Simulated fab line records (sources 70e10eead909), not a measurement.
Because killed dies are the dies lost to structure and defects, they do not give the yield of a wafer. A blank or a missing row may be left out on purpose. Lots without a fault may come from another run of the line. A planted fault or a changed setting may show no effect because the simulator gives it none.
Matching of chambers / flow nand-harc / 4 sister chambers for NHARC_P_CONTACT_DESCUM_17 on rie-diel-03
The step chemistry O2, time 3 s. 4 wafers are shown with their chamber, then 12 later ones without.

## WAFERS, EACH WITH ITS CHAMBER
wafer=L084.1; chamber=2; drypump-motor-current-A (A)=6.8
wafer=L084.2; chamber=0; drypump-motor-current-A (A)=4.8
wafer=L087.3; chamber=1; drypump-motor-current-A (A)=5.3
wafer=L087.5; chamber=3; drypump-motor-current-A (A)=5.2

## WAFERS WITHOUT THEIR CHAMBER
wafer=L092.1; drypump-motor-current-A (A)=5.3
wafer=L092.3; drypump-motor-current-A (A)=4.8
wafer=L092.5; drypump-motor-current-A (A)=5.3
wafer=L094.2; drypump-motor-current-A (A)=5.2
wafer=L094.3; drypump-motor-current-A (A)=5.4
wafer=L094.4; drypump-motor-current-A (A)=4.8
wafer=L096.1; drypump-motor-current-A (A)=5.3
wafer=L096.3; drypump-motor-current-A (A)=5.3
wafer=L096.4; drypump-motor-current-A (A)=6.9
wafer=L097.3; drypump-motor-current-A (A)=5.2
wafer=L097.4; drypump-motor-current-A (A)=4.9
wafer=L097.6; drypump-motor-current-A (A)=4.8

## WHICH CHAMBER EACH WENT THROUGH
wafer=L092.1; from the rows above=can't be placed: 1 or 3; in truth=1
wafer=L092.3; from the rows above=0; in truth=0
wafer=L092.5; from the rows above=can't be placed: 1 or 3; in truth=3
wafer=L094.2; from the rows above=can't be placed: 3 or 1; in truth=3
wafer=L094.3; from the rows above=can't be placed: 1 or 3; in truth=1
wafer=L094.4; from the rows above=0; in truth=0
wafer=L096.1; from the rows above=can't be placed: 1 or 3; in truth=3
wafer=L096.3; from the rows above=can't be placed: 1 or 3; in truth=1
wafer=L096.4; from the rows above=2; in truth=2
wafer=L097.3; from the rows above=can't be placed: 3 or 1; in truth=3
wafer=L097.4; from the rows above=0; in truth=0
wafer=L097.6; from the rows above=0; in truth=0
Correctly placed: 5 of 12. From these rows, 7 cannot be placed; in 7 the true chamber is one of the candidates. Placed wrongly: 0.
How it was worked out, from the rows above alone: a wafer's distance from a chamber is the root of the sum, over the readings, of the square of ((its reading less the chamber's mean) divided by the reading's scatter). If the next closest chamber is less than 2 further off than the closest, the wafer can't be placed; otherwise it belongs to the closest. The mean given for a chamber averages the wafers shown for that chamber. The scatter (one wafer shown for each chamber): square how far every hidden wafer sits from the nearest shown wafer, average those squares and take the square root.
